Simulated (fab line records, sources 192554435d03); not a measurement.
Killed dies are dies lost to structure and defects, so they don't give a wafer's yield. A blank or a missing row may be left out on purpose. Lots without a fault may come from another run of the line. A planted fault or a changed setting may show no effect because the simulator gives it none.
fab line records | flow n5_finfet
record lots=5 wafers=15 last_day=18
route steps=1938 shown BEOL_M6@1212 PASSIVATION@1936
lots that met no fault: from a run of the same line without faults
start_h: hours from the record's first day to the start of the lot's first wafer shown | wait_h: hours since the lot's step before | " the same as in the row above | L1.1+2: a row that stands for several wafers | - no value, or no start given | * or withheld: withheld | < > ~ a bound
route shown NAME@n: a module of which the file shows steps, and the number in the route of the first | usual: mean/standard deviation of fault-free wafers | same: alike in all rows | chamber/n: place in a boat | sites: the reading at each site | _std_site: their standard deviation | _edge_site: outer sites' mean less inner sites' | radius_mm: how far each site lies from the wafer's centre | mask NAME#n: copy n | behind: the tool/chamber that last shaped the wafer | hold: why the lot was held/for how many hours/how that ended | device: the transistor (n, p or np) that didn't switch | end of line: the same wafers' tests at the end of the route | a step without rows: its recipe alone | killed: dies lost to structure and defects at the first sort, not the wafer's yield | map: a wafer's dies, x killed, . not, _ none there
set.NAME: the setting as run; set.NAME@STEP: as run at that earlier step | model.NAME: the simulator's own value behind a step, which no gauge read
lots at some steps of the route; a table a step, a row a wafer
services: from which hour (start_h, from the record's first day; less than 0 if before it) a tool's chamber was out of use, for how many hours, and why
## steps
# step N5_BEOL_M6_ETCH_62
# recipe chemistry=N2/H2 target=SOC target_depth_a=1100 overetch_a=220 mask_material=SiARC temp_c=40 time_s=165 ion_energy_ev=200 pressure_mtorr=30 source_w=840 bias_w=150 n2_flow_sccm=200 h2_flow_sccm=200
# step N5_BEOL_M6_STRIP_68
# recipe chemistry=N2/H2 temp_c=40 n2_flow_sccm=200 h2_flow_sccm=200 rf_frequency_hz=6e+07
# step N5_BEOL_M6_STRIP_67
# recipe chemistry=CF4 resist=SiARC power_w=300 bias_power_w=75 pressure_mtorr=50 cf4_flow_sccm=150 rf_frequency_hz=6e+07
# step N5_BEOL_M6_HM_OPEN_17
# recipe chemistry=Cl2/BCl3 target_depth_a=200 overetch_a=60 target=TiN mask_material=SOC ion_energy_ev=150 pressure_mtorr=10 icp_w=1000 bias_w=126 Cl2_flow_sccm=53.25 bcl3_flow_sccm=21.75 Ar_flow_sccm=25
# step N5_BEOL_M6_STRIP_19
# recipe chemistry=O2 power_w=400 temp_c=40 pressure_mtorr=30 rf_frequency_hz=6e+07 bias_power_w=0 overash_fraction=0.2 o2_flow_sccm=225
# step N5_BEOL_M6_COAT_63
# recipe resist=SOC temp_c=250 time_s=60 spin_rpm=1500 resist_thk_nm=60
# step N5_BEOL_M6_COAT_64
# recipe resist=SiARC temp_c=220 time_s=60 spin_rpm=1500 resist_thk_nm=12
# step N5_BEOL_M6_COAT_71
# recipe resist=underlayer temp_c=205 time_s=60 spin_rpm=1500 resist_thk_nm=5
# step N5_BEOL_M6_COAT_22
# recipe resist=CAR-EUV spin_rpm=1500 resist_thk_nm=30
# step N5_BEOL_M6_EBR_24
# recipe solvent=PGMEA ebr_width_mm=1.5
# step N5_BEOL_M6_SOFTBAKE_23
# recipe temp_c=110 time_s=60 resist=CAR-EUV
# step N5_BEOL_M6_EXPOSE_25
# recipe mask_id=V5 na=0.33 source_shape=annular sigma_inner=0.4 sigma_outer=0.8 polarization=unpolarized target_cd_nm=40 dose_mj=45
# usual exposure_dose_mJ_cm2=45.07/0.2
# columns lot.wafer tool chamber start_h wait_h mask exposure_dose_mJ_cm2
L255.1 euv_scanner-02 0 263.33 - V5#0 44.89
L255.5 " 0 " " V5#0 44.99
L255.6 " 0 " " V5#0 44.94
L254.3 euv_scanner-02 0 263.44 - V5#0 46.45
L254.4 " 0 " " V5#0 46.37
L254.6 " 0 " " V5#0 46.42
L256.1 euv_scanner-02 0 288.20 - V5#0 46.16
L256.5 " 0 " " V5#0 46.12
L256.6 " 0 " " V5#0 46.26
L257.2 euv_scanner-02 0 291.52 - V5#0 45.91
L257.3 " 0 " " V5#0 45.97
L257.5 " 0 " " V5#0 45.92
L265.1 euv_scanner-01 0 329.16 - V5#0 45.37
L265.2 " 0 " " V5#0 45.41
L265.6 " 0 " " V5#0 45.37
# step N5_BEOL_M6_PEB_26
# recipe peb_temp_c=100 peb_time_s=60 resist=CAR-EUV
# step N5_BEOL_M6_DEVELOP_27
# recipe develop_time_s=30 developer=TMAH resist=CAR-EUV rinse_liquid=surfactant_rinse dry=air_spin dev_temp_c=23
# step N5_BEOL_M6_CD_MEAS_28
# recipe target_cd_nm=40 landing_energy_ev=500 detector=se_inlens
# usual cd_nm=39.99/0.23
# columns lot.wafer tool chamber start_h wait_h cd_nm
L255.1 cd_sem-02 0 263.46 - 40.01
L255.5 " 0 " " 40.21
L255.6 " 0 " " 39.88
L254.3 cd_sem-02 0 263.56 - 40.52
L254.4 " 0 " " 40.42
L254.6 " 0 " " 41.08
L256.1 cd_sem-01 0 288.34 - 40.22
L256.5 " 0 " " 40.49
L256.6 " 0 " " 40.65
L257.2 cd_sem-02 0 291.64 - 40.46
L257.3 " 0 " " 40.90
L257.5 " 0 " " 40.64
L265.1 cd_sem-01 0 329.29 - 40.05
L265.2 " 0 " " 40.19
L265.6 " 0 " " 39.89
# step N5_BEOL_M6_DESCUM_33
# recipe chemistry=O2 time_s=7 source_power_w=50 bias_power_w=20 pressure_mtorr=20 rf_frequency_hz=2.712e+07 temp_c=40 resist=CAR-EUV o2_flow_sccm=225
# usual drypump_motor_current_A=5.9/0.57 oes_product_au=0.80/0.074 rf_vpp_V=243.3/1.3 showerhead_plenum_p_Torr=2.10/0.063 throttle_valve_pct=20.57/0.18
# same time_s=7
# columns lot.wafer tool chamber start_h wait_h drypump_motor_current_A oes_product_au rf_hours_counter_h rf_vpp_V showerhead_plenum_p_Torr throttle_valve_pct model.BEOL_M6.cd_nm
L255.1 rie_diel-01 2 263.80 0.2 6.8 0.73 185 243.4 2.07 20.44 39.8
L255.5 " 0 " " 5.2 0.87 - 243.2 2.04 20.29 40
L255.6 " 1 " " 6.0 0.82 - 244.2 2.12 20.69 40
L254.3 rie_diel-05 3 263.98 0.3 6.0 0.89 38 244.8 2.23 20.54 40.8
L254.4 " 0 " " 6.6 0.78 132 245.6 2.19 20.39 40.8
L254.6 " 2 " " 5.7 0.83 - 242.9 2.13 20.73 41
L256.1 rie_diel-01 3 288.60 0.2 5.4 0.72 179 244.0 2.08 20.81 40.6
L256.5 " 1 " " 6.0 0.82 - 243.3 2.11 20.71 40.4
L256.6 " 0 " " 5.2 0.87 - 242.8 2.04 20.32 40.6
L257.2 rie_diel-05 1 292.41 0.7 6.7 0.67 246 240.4 1.98 20.62 40.4
L257.3 " 0 " " 6.6 0.77 143 245.7 2.19 20.40 40.4
L257.5 " 3 " " 5.9 0.87 - 244.8 2.22 20.57 40.6
L265.1 rie_diel-01 1 329.41 0.0 6.0 0.80 107 245.4 2.11 20.73 40.2
L265.2 " 3 " " 5.4 0.72 194 242.6 2.08 20.83 40.2
L265.6 " 3 " " 5.4 0.71 - 243.4 2.08 20.84 40
# step N5_BEOL_M6_ETCH_72
# recipe chemistry=N2/H2 target=underlayer target_depth_a=65 mask_material=CAR-EUV time_s=5.2 ion_energy_ev=200 pressure_mtorr=30 source_w=840 bias_w=150 n2_flow_sccm=200 h2_flow_sccm=200 ends=cleared
# step N5_BEOL_M6_ETCH_65
# recipe chemistry=CF4 target=SiARC target_depth_a=156 mask_material=CAR-EUV time_s=26 ion_energy_ev=80 pressure_mtorr=40 source_w=545 bias_w=36 Ar_flow_sccm=100 cf4_flow_sccm=100 ends=cleared
# step N5_BEOL_M6_ETCH_66
# recipe chemistry=N2/H2 target=SOC target_depth_a=800 overetch_a=160 mask_material=SiARC temp_c=40 time_s=120 ion_energy_ev=200 pressure_mtorr=30 source_w=840 bias_w=150 n2_flow_sccm=200 h2_flow_sccm=200
# step N5_BEOL_M6_STRIP_69
# recipe chemistry=N2/H2 temp_c=40 n2_flow_sccm=200 h2_flow_sccm=200 rf_frequency_hz=6e+07
# step N5_BEOL_M6_STRIP_73
# recipe chemistry=N2/H2 temp_c=40 n2_flow_sccm=200 h2_flow_sccm=200 rf_frequency_hz=6e+07
# step N5_BEOL_M6_VIA_ETCH_34
# recipe chemistry=C4F6/O2 target=SiCOH_lowk target_depth_a=1263 mask_material=SOC taper_deg=4 time_s=50.9 ion_energy_ev=250 pressure_mtorr=30 source_w=345 bias_w=185 Ar_flow_sccm=300 C4F6_flow_sccm=10 O2_flow_sccm=10
# usual drypump_motor_current_A=6.0/0.57 oes_product_au=0.79/0.074 rf_vpp_V=662/6.2 showerhead_plenum_p_Torr=2.86/0.08 throttle_valve_pct=21.04/0.17
# same time_s=50.9
# columns lot.wafer tool chamber start_h wait_h drypump_motor_current_A oes_product_au rf_hours_counter_h rf_vpp_V showerhead_plenum_p_Torr throttle_valve_pct model.BEOL_M6.cd_nm
L255.1 rie_diel-01 2 263.98 0.0 6.8 0.72 185 658 2.84 21.03 40
L255.5 " 0 " " 5.2 0.87 - 654 2.78 20.76 40.4
L255.6 " 1 " " 6.0 0.82 - 667 2.89 21.21 40.4
L254.3 rie_diel-05 3 264.16 0.0 6.0 0.90 38 672 3.01 20.96 40.8
L254.4 " 0 " " 6.6 0.78 132 669 2.98 20.91 40.8
L254.6 " 2 " " 5.7 0.83 - 665 2.89 21.13 40.8
L256.1 rie_diel-01 3 288.78 0.0 5.4 0.72 179 664 2.83 21.24 40.4
L256.5 " 1 " " 6.0 0.83 - 666 2.88 21.22 40.2
L256.6 " 0 " " 5.3 0.86 - 655 2.78 20.80 40.8
L257.2 rie_diel-05 1 292.59 0.0 6.8 0.66 246 653 2.69 21.01 40.2
L257.3 " 0 " " 6.5 0.77 144 669 2.98 20.93 40.6
L257.5 " 3 " " 5.9 0.88 - 673 3.00 20.96 40.6
L265.1 rie_diel-01 1 329.59 0.0 6.0 0.79 107 664 2.87 21.26 40
L265.2 " 3 " " 5.5 0.71 195 665 2.83 21.28 40
L265.6 " 3 " " 5.4 0.71 - 664 2.83 21.27 40
# step N5_BEOL_M6_STRIP_76
# recipe chemistry=C4F6/O2 resist=SiARC rf_frequency_hz=6e+07
# step N5_PASSIVATION_PROBE_49
# usual defect_limited_yield=91.6/1.4 killed_at_M0_to_M3=30/8.7 killed_at_M4_up=14/5.4 killed_at_contacts=11/6.4 killed_at_front_end=40/12 killed_at_other=3/3.1 killed_dies=99/17 killed_open=64/12 killed_short=33/8.1 sort_bin_5_function=4.9/0.88 sort_bin_6_memory=3.1/0.69 sort_n_pass=1081/17 sort_yield_pct=91.6/1.4
# same gross_dies=1180 killed_at_back_side=0 sort_bin_4_leakage[%]=0 sort_bin_8_speed[%]=0
# columns lot.wafer tool chamber start_h wait_h defect_limited_yield[%] killed_at_M0_to_M3 killed_at_M4_up killed_at_contacts killed_at_front_end killed_at_other killed_dies killed_open killed_short sort_bin_5_function[%] sort_bin_6_memory[%] sort_n_pass sort_yield_pct[%]
L254.3 prober-01 - 351.19 0.1 88.6 33 12 22 60 8 135 99 36 7.0 4.1 1045 88.6
L254.4 prober-01 - 351.24 0.2 91.1 43 16 15 26 5 105 73 31 5.9 2.6 1075 91.1
L254.6 prober-01 - 351.34 0.3 91.0 35 20 13 37 1 106 84 22 4.9 3.6 1074 91.0
# killed by level:class
L254.3 MOL_CONTACT_COAG:geometric_particle:open=19 FIN_SAQP:geometric_particle:open=18 STI_FIN_REVEAL:geometric_particle:open=18 BEOL_M1:geometric_particle:open=7 BEOL_M4:geometric_particle:open=7 BEOL_M3:geometric_particle:open=6 DUMMY_GATE:geometric_particle:open=5 FIN_SAQP:geometric_particle:short=4
L254.4 MOL_CONTACT_COAG:geometric_particle:open=12 BEOL_M4:geometric_particle:open=12 STI_FIN_REVEAL:geometric_particle:open=10 BEOL_M0_SAQP:geometric_particle:short=8 BEOL_M1:geometric_particle:open=8 BEOL_M3:geometric_particle:open=6 BEOL_M1:geometric_particle:short=5 BEOL_M2:geometric_particle:open=5
L254.6 STI_FIN_REVEAL:geometric_particle:open=17 MOL_CONTACT_COAG:geometric_particle:open=12 BEOL_M4:geometric_particle:open=12 BEOL_M0:geometric_particle:open=9 BEOL_M2:geometric_particle:open=8 BEOL_M1:geometric_particle:open=6 FIN_SAQP:geometric_particle:open=5 BEOL_M1:geometric_particle:short=5
## services
# columns tool chamber start_h hours kind
rie_diel-01 - 241.09 2.8 pm
euv_scanner-01 - 257.95 5.8 pm
euv_scanner-02 - 263.73 12.0 pm
euv_scanner-02 - 275.73 1.0 pm
euv_scanner-01 - 277.82 - calibration
euv_scanner-01 - 282.97 1.0 pm
rie_diel-01 0 293.16 1.2 repair
rie_diel-05 1 303.42 - clean
rie_diel-05 1 303.42 - consumable_replace:focus_ring
rie_diel-05 1 303.42 - consumable_replace:showerhead
rie_diel-05 1 303.42 14.9 scheduled_down
rie_diel-05 1 303.42 14.9 vent_cycle
euv_scanner-01 - 304.58 4.6 pm
euv_scanner-02 - 323.52 4.6 pm
## key
first_sign step=N5_BEOL_M6_EXPOSE_25 reading=exposure_dose_mJ_cm2 direction=up sigmas=5.5 usual=45.07 struck=46.18
effect step=N5_BEOL_M6_CD_MEAS_28 reading=cd_nm direction=up sigmas=2.6 usual=39.99 struck=40.60 through=control_loop
model_effect step=N5_BEOL_M6_DESCUM_33 value=BEOL_M6.cd_nm without=39.98 struck=40.62
model_effect step=N5_BEOL_M6_VIA_ETCH_34 value=BEOL_M6.cd_nm without=39.93 struck=40.58
met_at N5_BEOL_M6_EXPOSE_25
struck_wafers L254.3,L254.4,L254.6,L256.1,L256.5,L256.6,L257.2,L257.3,L257.5
loop_trim step=N5_BEOL_M6_EXPOSE_25 setting=dose lots=L256,L257
onset_between 263.33 263.44
fault kind=process_parameter_drift tool=euv_scanner-02 chamber=- onset_h=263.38 steps=N5_BEOL_M6_EXPOSE_25 channel=dose_mj offset=1.4568 shape=step acts_in=these_recipes_only stated=45
# loop_trim: a control loop set the setting to another value than it would have without faults
